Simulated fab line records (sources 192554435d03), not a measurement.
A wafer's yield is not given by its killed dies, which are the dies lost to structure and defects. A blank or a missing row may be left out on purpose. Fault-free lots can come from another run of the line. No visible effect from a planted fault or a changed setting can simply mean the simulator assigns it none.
fab line records	flow n5_finfet
record lots=9	wafers=27	last_day=16
route steps=1938 shown BEOL_M7@1284 PASSIVATION@1936
lots that met no fault: from a run of the same line without faults
start_h: the number of hours between the record's first day and the start of the first shown wafer of the lot	wait_h: hours since the lot's step before	" same as the row above	L1.1+2: a single row standing in for several wafers	- no value, or no start given	* or withheld: withheld	< > ~ a bound
route shown NAME@n: NAME is a module with steps in the file, n the number in the route of the first one	usual: mean/standard deviation of fault-free wafers	same: alike in all rows	chamber/n: place in a boat	sites: the reading at each site	_std_site: the values' standard deviation	_edge_site: the outer-site mean with the inner-site mean subtracted	radius_mm: for every site, how far away it sits from the centre of the wafer	mask NAME#n: copy n	behind: the most recent tool/chamber to have shaped the wafer	hold: cause of the lot's hold/its duration in hours/its outcome	device: names the non-switching transistor (n, p or np)	end of line: the same wafers' tests at the end of the route	a step with no rows: only its recipe	killed: dies lost to structure and defects at the first sort, not the wafer's yield	map: per-die view of a wafer (x killed, . not killed, _ where there is no die)
set.NAME: the setting the step ran with; set.NAME@STEP: the setting that earlier step ran with	model.NAME: the simulator's own value behind a step, which no gauge read
route steps across a sampled set of lots; one table per step, one row per wafer
services: the hour from which a tool's chamber was out of use, counted from the record's first day as start_h (under 0 if before that day), plus the number of hours and why
## steps
# step N5_BEOL_M7_HM_OPEN_17
# recipe chemistry=Cl2/BCl3	target_depth_a=200	overetch_a=60	target=TiN	mask_material=SOC	ion_energy_ev=150	pressure_mtorr=10	icp_w=1000	bias_w=126	Cl2_flow_sccm=53.25	bcl3_flow_sccm=21.75	Ar_flow_sccm=25
# usual bcl3_flow_sccm=21.76/0.062	bias_w=126.0/0.34	chamber_pressure_mTorr=10.000/0.0088	drypump_motor_current_A=5.6/0.43	he_backside_leak_sccm=3.34/0.24	mfc_ar_sccm=25.00/0.077	oes_product_au=0.66/0.071	throttle_valve_pct=22.14/0.22
lot.wafer	tool	chamber	start_h	wait_h	bcl3_flow_sccm	bias_w	chamber_pressure_mTorr	drypump_motor_current_A	he_backside_leak_sccm	mfc_ar_sccm	oes_product_au	rf_hours_counter_h	throttle_valve_pct
L586.1	rie_metal-02	0	195.36	0.0	21.81	125.9	10.004	5.0	3.60	25.11	0.56	99	22.18
L586.4	"	0	"	"	21.81	125.6	10.005	4.9	3.44	25.11	0.56	-	22.19
L586.5	"	0	"	"	21.76	126.4	9.983	5.0	3.37	25.12	0.55	-	22.18
L587.1	rie_metal-02	1	199.94	0.0	21.78	126.0	9.995	6.0	3.27	25.12	0.73	15	22.29
L587.2	"	0	"	"	21.69	126.0	10.002	5.0	3.48	24.99	0.54	99	22.19
L587.4	"	0	"	"	21.83	125.9	10.015	5.0	3.38	24.94	0.54	-	22.20
L589.3	rie_metal-02	0	202.46	0.1	21.68	125.7	10.020	5.0	3.29	24.92	0.55	-	22.17
L589.5	"	1	"	"	21.80	126.2	9.988	6.0	3.39	24.87	0.74	-	22.28
L589.6	"	0	"	"	21.72	126.0	10.005	5.0	3.44	24.84	0.55	-	22.17
L591.3	rie_metal-03	1	229.46	0.1	21.74	125.6	10.001	5.9	3.32	24.98	0.64	-	22.13
L591.5	"	0	"	"	21.83	126.2	9.995	5.3	3.06	24.95	0.73	-	21.62
L591.6	"	1	"	"	21.66	126.3	10.000	5.9	3.52	25.02	0.65	-	22.12
L601.3	rie_metal-01	1	289.46	0.1	21.74	125.7	9.991	6.1	3.53	24.99	0.64	-	22.35
L601.5	"	1	"	"	21.77	126.3	10.012	6.1	3.66	25.00	0.64	-	22.33
L601.6	"	0	"	"	21.81	126.1	9.987	5.3	3.37	24.93	0.72	-	21.99
L602.2	rie_metal-01	0	292.60	0.0	21.88	126.1	9.988	5.3	3.54	25.02	0.71	20	22.03
L602.4	"	1	"	"	21.71	126.4	10.013	6.1	3.44	24.93	0.64	-	22.35
L602.5	"	0	"	"	21.75	125.8	9.996	5.3	3.66	25.00	0.71	-	22.02
L603.2	rie_metal-02	1	292.89	0.0	21.68	126.1	10.007	6.0	3.18	25.07	0.70	26	22.30
L603.3	"	1	"	"	21.81	125.4	10.010	5.9	3.21	25.03	0.70	-	22.29
L603.5	"	0	"	"	21.75	126.0	9.998	5.0	3.21	25.03	0.54	-	22.18
L604.1	rie_metal-02	1	306.20	0.0	21.82	125.1	10.010	6.0	3.16	25.03	0.69	27	22.29
L604.3	"	0	"	"	21.72	126.3	10.013	5.0	3.42	25.04	0.54	-	22.20
L604.6	"	1	"	"	21.80	125.9	9.984	6.0	3.28	25.06	0.70	-	22.29
L605.2	rie_metal-01	0	319.14	0.0	21.75	126.1	10.022	5.3	3.40	24.99	0.70	22	22.01
L605.3	"	1	"	"	21.82	125.7	9.992	6.1	5.44	25.06	0.63	-	22.36
L605.5	"	0	"	"	21.70	126.0	10.003	5.3	3.42	24.90	0.71	-	22.03
# step N5_BEOL_M7_ETCH_66
# recipe chemistry=N2/H2	target=SOC	target_depth_a=800	overetch_a=160	mask_material=SiARC	temp_c=40	time_s=120	ion_energy_ev=200	pressure_mtorr=30	source_w=840	bias_w=150	n2_flow_sccm=200	h2_flow_sccm=200
# usual bias_w=150.0/0.41	chamber_pressure_mTorr=30.00/0.031	drypump_motor_current_A=5.6/0.45	oes_product_au=0.63/0.052	rf_fwd_power_W=835/3.2	rf_vpp_V=524.7/2.9	showerhead_plenum_p_Torr=2.57/0.1	temp_c=40.01/0.11	throttle_valve_pct=17.77/0.21
lot.wafer	tool	chamber	start_h	wait_h	bias_w	chamber_pressure_mTorr	drypump_motor_current_A	oes_product_au	rf_fwd_power_W	rf_hours_counter_h	rf_vpp_V	showerhead_plenum_p_Torr	temp_c	throttle_valve_pct
L586.1	rie_diel-03	3	198.98	0.0	150.5	30.00	4.8	0.64	838	56	522.0	2.48	39.82	17.96
L586.4	"	2	"	"	150.2	29.99	5.4	0.63	834	87	527.7	2.67	40.01	18.06
L586.5	"	0	"	"	149.8	29.97	5.3	0.54	831	-	518.3	2.41	39.90	18.05
L587.1	rie_diel-03	3	200.82	0.0	149.6	29.99	4.7	0.65	837	57	522.1	2.48	40.05	17.96
L587.2	"	0	"	"	150.3	30.00	5.3	0.53	838	242	520.2	2.41	39.95	18.06
L587.4	"	2	"	"	150.2	30.01	5.4	0.63	833	88	527.2	2.67	39.96	18.06
L589.3	rie_diel-03	1	203.16	0.0	149.5	29.97	5.9	0.66	827	48	525.1	2.58	39.97	17.67
L589.5	"	3	"	"	149.9	29.97	4.7	0.64	839	-	522.0	2.48	40.09	17.97
L589.6	"	2	"	"	149.4	30.02	5.4	0.63	831	-	527.7	2.67	39.86	18.07
L591.3	rie_diel-03	3	235.58	0.0	150.7	29.97	4.8	0.64	838	73	523.0	2.47	39.96	17.98
L591.5	"	2	"	"	149.9	30.03	5.4	0.62	833	-	528.1	2.67	40.04	18.08
L591.6	"	1	"	"	149.7	29.93	5.9	0.64	840	-	524.9	2.57	40.25	17.69
L601.3	rie_diel-01	1	290.64	0.0	150.6	30.08	5.9	0.62	831	70	528.0	2.68	39.88	17.37
L601.5	"	1	"	"	150.8	30.01	6.0	0.62	832	-	527.7	2.68	39.95	17.36
L601.6	"	0	"	"	149.4	30.02	5.1	0.63	835	-	527.9	2.68	40.11	17.92
L603.2	rie_diel-04	3	294.96	0.0	149.9	30.01	6.5	0.53	834	238	520.1	2.40	40.05	17.93
L603.3	"	2	"	"	150.2	30.01	5.8	0.73	836	4	526.3	2.60	39.88	17.57
L603.5	"	1	"	"	150.1	29.99	5.7	0.61	830	-	522.2	2.46	40.11	17.61
L602.2	rie_diel-01	2	294.98	0.0	150.8	29.97	5.6	0.69	834	24	521.0	2.50	40.14	17.65
L602.4	"	3	"	"	150.0	30.04	5.4	0.63	834	84	524.2	2.57	39.77	17.77
L602.5	"	1	"	"	149.5	29.93	6.0	0.62	830	-	526.7	2.68	40.09	17.37
L604.1	rie_diel-04	2	307.42	0.0	149.5	30.01	5.8	0.72	839	9	526.5	2.59	39.98	17.57
L604.3	"	3	"	"	150.1	29.98	6.4	0.53	838	243	521.1	2.40	39.95	17.91
L604.6	"	3	"	"	150.3	30.05	6.5	0.53	837	-	518.8	2.40	39.95	17.91
L605.2	rie_diel-04	1	322.14	0.0	150.2	30.02	5.7	0.60	832	117	522.1	2.45	40.03	17.61
L605.3	"	2	"	"	149.2	30.05	5.8	0.70	839	15	526.6	2.59	40.10	17.60
L605.5	"	1	"	"	149.8	30.00	5.7	0.60	828	-	519.7	2.45	40.00	17.62
# step N5_BEOL_M7_VIA_ETCH_34
# recipe chemistry=C4F6/O2	target=SiCOH_lowk	target_depth_a=1255	mask_material=SOC	taper_deg=4	time_s=50.5	ion_energy_ev=250	pressure_mtorr=30	source_w=345	bias_w=185	Ar_flow_sccm=300	C4F6_flow_sccm=10	O2_flow_sccm=10
# usual bias_w=185.1/0.58	chamber_pressure_mTorr=30.00/0.035	drypump_motor_current_A=5.6/0.46	mfc_ar_sccm=299.9/0.86	oes_f_703_au=0.83/0.067	oes_o_777_au=0.83/0.068	oes_product_au=0.83/0.073	rf_fwd_power_W=341.1/1.6	rf_vpp_V=665/6.6	showerhead_plenum_p_Torr=2.88/0.11	throttle_valve_pct=20.89/0.21
lot.wafer	tool	chamber	start_h	wait_h	bias_w	chamber_pressure_mTorr	drypump_motor_current_A	mfc_ar_sccm	oes_f_703_au	oes_o_777_au	oes_product_au	rf_fwd_power_W	rf_hours_counter_h	rf_vpp_V	showerhead_plenum_p_Torr	throttle_valve_pct
L586.1	rie_diel-03	3	199.09	0.0	184.7	30.03	4.7	299.0	0.84	0.83	0.85	344.1	56	666	2.77	21.07
L586.4	"	2	"	"	184.8	30.02	5.4	298.3	0.85	0.85	0.82	339.1	87	660	2.99	21.15
L586.5	"	0	"	"	184.6	30.00	5.2	300.9	0.71	0.70	0.70	342.2	-	654	2.70	21.17
L587.1	rie_diel-03	3	200.92	0.0	185.7	30.02	4.8	299.5	0.83	0.84	0.85	342.8	57	665	2.77	21.06
L587.2	"	0	"	"	185.0	29.99	5.3	299.3	0.70	0.70	0.70	342.9	243	652	2.70	21.19
L587.4	"	2	"	"	185.2	29.99	5.4	300.5	0.85	0.85	0.83	338.2	88	658	2.98	21.16
L589.3	rie_diel-03	1	203.26	0.0	186.0	29.98	5.9	300.4	0.86	0.87	0.86	339.9	48	663	2.89	20.82
L589.5	"	3	"	"	185.5	30.05	4.7	300.3	0.83	0.84	0.84	342.7	-	665	2.77	21.08
L589.6	"	2	"	"	185.2	30.05	5.4	299.9	0.61	0.64	0.77	255.5	-	759	2.98	21.14
L591.3	rie_diel-03	3	235.68	0.0	185.8	30.04	4.7	299.9	0.82	0.81	0.82	343.9	73	666	2.76	21.09
L591.5	"	2	"	"	184.1	30.05	5.4	300.1	0.60	0.63	0.76	254.4	-	757	2.98	21.17
L591.6	"	1	"	"	184.5	30.02	5.9	299.7	0.84	0.85	0.84	341.4	-	661	2.89	20.83
L601.3	rie_diel-01	1	290.74	0.0	185.6	30.01	6.0	298.6	0.81	0.81	0.82	338.4	70	674	2.99	20.44
L601.5	"	1	"	"	184.2	29.97	6.0	300.2	0.81	0.82	0.82	339.9	-	674	2.99	20.45
L601.6	"	0	"	"	185.5	29.95	5.0	299.9	0.81	0.82	0.84	342.2	-	668	2.99	20.93
L603.2	rie_diel-04	3	295.06	0.0	185.1	30.02	6.5	299.7	0.72	0.71	0.68	341.4	238	658	2.71	21.05
L603.3	"	2	"	"	185.6	30.01	5.8	299.8	0.96	0.97	0.95	342.5	4	662	2.91	20.76
L603.5	"	1	"	"	185.9	29.94	5.7	299.6	0.78	0.79	0.79	340.6	-	671	2.75	20.58
L602.2	rie_diel-01	2	295.08	0.0	185.6	30.05	5.6	300.1	0.90	0.91	0.91	342.5	24	663	2.80	20.76
L602.4	"	3	"	"	185.4	29.99	5.4	299.8	0.83	0.82	0.84	340.9	84	673	2.88	20.91
L602.5	"	1	"	"	184.8	30.02	5.9	299.2	0.81	0.81	0.82	340.4	-	675	2.99	20.45
L604.1	rie_diel-04	2	307.52	0.0	184.8	30.00	5.8	300.7	0.96	0.96	0.94	342.3	9	663	2.91	20.78
L604.3	"	3	"	"	184.3	29.99	6.5	299.9	0.71	0.70	0.68	340.9	243	658	2.70	21.04
L604.6	"	3	"	"	184.9	29.98	6.5	299.8	0.71	0.71	0.69	340.9	-	657	2.70	21.02
L605.2	rie_diel-04	1	322.24	0.0	184.9	30.01	5.7	299.4	0.76	0.77	0.78	339.8	117	670	2.74	20.60
L605.3	"	2	"	"	184.1	29.94	5.8	300.3	0.94	0.93	0.93	345.3	15	663	2.91	20.78
L605.5	"	1	"	"	184.9	30.03	5.7	300.9	0.77	0.78	0.79	341.2	-	671	2.74	20.63
# step N5_BEOL_M7_CURE_75
# recipe temp_c=370	time_s=120	ambient=DMADMS/He	material=SiCOH_lowk
# usual lamp_power_pct=52.32/0.055	wafer_temp_C_max=371.9/0.52
lot.wafer	tool	chamber	start_h	wait_h	lamp_power_pct	wafer_temp_C_max
L586.1	uv_cure-03	1	199.53	0.0	52.28	372.0
L586.4	"	1	"	"	52.33	371.7
L586.5	"	1	"	"	52.33	372.4
L587.1	uv_cure-01	2	201.54	0.2	52.39	371.8
L587.2	"	2	"	"	52.33	372.1
L587.4	"	2	"	"	52.19	371.6
L589.3	uv_cure-03	1	203.83	0.1	52.34	371.3
L589.5	"	1	"	"	52.32	371.4
L589.6	"	1	"	"	52.31	372.5
L591.3	uv_cure-01	0	236.23	0.1	52.29	371.7
L591.5	"	0	"	"	52.32	370.9
L591.6	"	0	"	"	52.37	371.7
L601.3	uv_cure-02	0	291.29	0.1	52.30	372.4
L601.5	"	0	"	"	52.25	372.3
L601.6	"	0	"	"	52.32	372.7
L603.2	uv_cure-02	0	295.55	0.1	52.21	371.8
L603.3	"	0	"	"	52.38	372.1
L603.5	"	0	"	"	52.35	372.6
L602.2	uv_cure-03	1	295.57	0.1	52.42	371.7
L602.4	"	1	"	"	52.26	371.9
L602.5	"	1	"	"	52.32	372.1
L604.1	uv_cure-02	0	307.97	0.0	52.32	371.4
L604.3	"	0	"	"	52.33	371.9
L604.6	"	0	"	"	52.30	372.1
L605.2	uv_cure-03	2	322.73	0.1	52.29	372.6
L605.3	"	2	"	"	52.32	372.3
L605.5	"	2	"	"	52.38	371.7
# step N5_PASSIVATION_PROBE_49
# usual defect_limited_yield=91.1/1.3	killed_at_M0_to_M3=34/10	killed_at_M4_up=14/5.7	killed_at_contacts=12/5.9	killed_at_front_end=41/12	killed_at_other=4/3.1	killed_dies=105/15	killed_open=69/11	killed_short=35/7.8	sort_bin_5_function=5.3/0.81	sort_bin_6_memory=3.3/0.75	sort_bin_8_speed=0.00/0.007	sort_n_pass=1075/15	sort_yield_pct=91.1/1.3
# same gross_dies=1180	killed_at_back_side=0	sort_bin_4_leakage[%]=0
lot.wafer	tool	chamber	start_h	wait_h	defect_limited_yield[%]	killed_at_M0_to_M3	killed_at_M4_up	killed_at_contacts	killed_at_front_end	killed_at_other	killed_dies	killed_open	killed_short	sort_bin_5_function[%]	sort_bin_6_memory[%]	sort_bin_8_speed[%]	sort_n_pass	sort_yield_pct[%]
L587.1	prober-02	-	275.46	0.0	91.2	50	15	13	25	1	104	69	33	4.9	3.7	0	1076	91.2
L587.2	prober-02	-	275.51	0.1	91.7	22	12	11	39	14	98	68	28	5.8	2.3	0	1082	91.7
L587.4	prober-02	-	275.61	0.2	93.6	27	9	3	31	5	75	46	28	4.0	2.0	0	1105	93.6
L603.2	prober-01	-	374.51	0.1	87.9	51	13	3	74	2	143	77	63	6.9	4.7	0	1037	87.9
L603.3	prober-01	-	374.56	0.1	90.8	50	8	3	42	6	109	67	40	5.8	3.0	0	1071	90.8
L603.5	prober-01	-	374.66	0.2	89.4	54	12	5	52	2	125	78	46	6.6	3.3	0	1055	89.4
# killed by level:class
L587.1 BEOL_M2:geometric_particle:open=14 MOL_CONTACT_COAG:geometric_particle:open=12 BEOL_M0_SAQP:geometric_particle:short=9 BEOL_M0_SAQP:geometric_particle:open=8 BEOL_M3:geometric_particle:open=6 BEOL_M0:geometric_particle:open=6 FIN_SAQP:geometric_particle:short=5 BEOL_M4:geometric_particle:short=4
L587.2 FIN_SAQP:geometric_particle:open=10 STI_FIN_REVEAL:geometric_particle:open=9 MOL_CONTACT_COAG:geometric_particle:open=9 PASS1_DEP:geometric_particle:open=8 FIN_SAQP:geometric_particle:short=6 BEOL_M0_SAQP:geometric_particle:short=6 BEOL_M1:geometric_particle:open=5 BEOL_M3:geometric_particle:open=4
L587.4 STI_FIN_REVEAL:geometric_particle:open=7 BEOL_M0_SAQP:geometric_particle:open=7 BEOL_M0_SAQP:geometric_particle:short=7 FIN_SAQP:geometric_particle:open=6 BEOL_M1:geometric_particle:open=5 FIN_SAQP:geometric_particle:short=4 STARTING-WAFER:geometric_particle:short=4 GATE_CUT:geometric_particle:short=3
L603.2 FIN_SAQP:geometric_particle:short=30 FIN_SAQP:geometric_particle:open=19 BEOL_M0_SAQP:geometric_particle:short=14 BEOL_M0_SAQP:geometric_particle:open=10 STI_FIN_REVEAL:geometric_particle:open=8 BEOL_M3:geometric_particle:open=8 BEOL_M1:geometric_particle:open=7 BEOL_M4:geometric_particle:open=5
L603.3 BEOL_M3:geometric_particle:open=15 BEOL_M0_SAQP:geometric_particle:short=13 FIN_SAQP:geometric_particle:open=9 FIN_SAQP:geometric_particle:short=8 BEOL_M0_SAQP:geometric_particle:open=7 STI_FIN_REVEAL:geometric_particle:open=6 GATE_CUT:geometric_particle:short=6 BEOL_M2:geometric_particle:open=5
L603.5 FIN_SAQP:geometric_particle:short=16 BEOL_M0_SAQP:geometric_particle:open=15 FIN_SAQP:geometric_particle:open=14 BEOL_M3:geometric_particle:open=14 BEOL_M0_SAQP:geometric_particle:short=9 BEOL_M1:geometric_particle:open=6 BEOL_M2:geometric_particle:open=6 STI_FIN_REVEAL:geometric_particle:open=5
## services
tool	chamber	start_h	hours	kind
rie_metal-01	0	173.63	9.6	repair
rie_diel-04	0	179.56	5.8	repair
rie_diel-04	3	185.77	45.5	repair
uv_cure-01	-	191.32	7.5	pm
rie_diel-03	0	219.55	-	clean
rie_diel-03	0	219.55	-	consumable_replace:focus_ring
rie_diel-03	0	219.55	-	consumable_replace:showerhead
rie_diel-03	0	219.55	19.9	scheduled_down
rie_diel-03	0	219.55	19.9	vent_cycle
rie_diel-04	-	226.56	15.6	pm
rie_metal-02	0	229.56	9.1	repair
uv_cure-03	-	232.22	7.5	pm
rie_diel-04	0	242.16	-	clean
rie_diel-04	0	242.16	-	consumable_replace:focus_ring
rie_diel-04	1	246.44	6.6	repair
rie_diel-04	2	248.61	3.7	repair
rie_metal-02	-	250.37	0.5	repair
uv_cure-03	-	259.64	14.6	pm
uv_cure-01	-	269.13	2.1	pm
rie_diel-01	0	269.66	2.1	repair
rie_diel-01	0	275.75	4.7	repair
rie_diel-03	3	282.13	10.9	repair
rie_diel-03	-	298.97	15.6	pm
rie_diel-01	2	321.53	13.2	repair
## key
first_sign step=N5_BEOL_M7_VIA_ETCH_34	reading=rf_fwd_power_W	direction=down	sigmas=53	usual=*	struck=*
effect step=N5_BEOL_M7_VIA_ETCH_34	reading=rf_vpp_V	direction=up	sigmas=14	usual=665	struck=758
met_at N5_BEOL_M7_VIA_ETCH_34
struck_lots L589,L591
struck_wafers L589.6,L591.5
not_acting_at N5_BEOL_M7_HM_OPEN_17,N5_BEOL_M7_ETCH_66,N5_BEOL_M7_CURE_75
onset_between 200.92 203.26
fault kind=process_parameter_drift	tool=rie_diel-03	chamber=2	onset_h=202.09	steps=N5_BEOL_M7_VIA_ETCH_34	channel=source_w	offset=-82.8	shape=step	end_h=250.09	acts_in=these_recipes_only	stated=345
